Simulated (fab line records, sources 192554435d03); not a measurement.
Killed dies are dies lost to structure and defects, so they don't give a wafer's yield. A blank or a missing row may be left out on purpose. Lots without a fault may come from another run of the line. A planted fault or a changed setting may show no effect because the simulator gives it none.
Chamber matching | flow n5_finfet | N5_BEOL_M10_CVD_75 on cvd_co-01: 3 sister chambers
The step deposits Co from CCTBA/H2, target thk 2 nm, time 138.9 s. 14 wafers are shown with their chamber, then 7 later ones without.

WAFERS WITH THEIR CHAMBER
wafer  | chamber | run_length_s (s)
L782.3 | 2       | 161.1
L782.4 | 0       | 161.4
L782.5 | 1       | 161.7
L783.2 | 2       | 160.9
L783.4 | 0       | 161.6
L783.6 | 2       | 161.2
L784.1 | 0       | 160.9
L784.4 | 1       | 161.4
L784.6 | 0       | 161.3
L786.1 | 0       | 161.0
L786.3 | 1       | 161.3
L786.4 | 0       | 161.0
L798.2 | 0       | 161.0
L798.4 | 2       | 160.8

SIGNATURES (means of the wafers above)
reading      | chamber 0 | chamber 1 | chamber 2 | scatter within a chamber
run_length_s | 161.171   | 161.467   | 161.000   | 0.234
Rule: a wafer's distance from a chamber is the root of the sum, over the readings, of the square of ((its reading less the chamber's mean) divided by the reading's scatter). The wafer belongs to the nearest chamber; if the next one is less than 2 further off, it can't be placed. The scatter: the root of (the sum of the squares of (reading less its chamber's mean) over the shown wafers, divided by (wafers less chambers)).

WAFERS WITHOUT THEIR CHAMBER
wafer  | run_length_s (s)
L798.5 | 161.7
L804.1 | 161.0
L804.3 | 161.1
L804.6 | 160.9
L803.1 | 161.6
L803.4 | 160.9
L803.6 | 161.6

WHICH CHAMBER EACH WENT THROUGH
wafer  | from the rows above          | in truth
L798.5 | can't be placed: 1 or 0 or 2 | 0
L804.1 | can't be placed: 2 or 0 or 1 | 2
L804.3 | can't be placed: 0 or 2 or 1 | 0
L804.6 | can't be placed: 2 or 0 or 1 | 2
L803.1 | can't be placed: 1 or 0 or 2 | 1
L803.4 | can't be placed: 2 or 0 or 1 | 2
L803.6 | can't be placed: 1 or 0 or 2 | 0
Placed correctly: 0 of 7. Can't be placed from these rows: 7 (the true chamber is among the candidates in 7). Placed wrongly: 0.
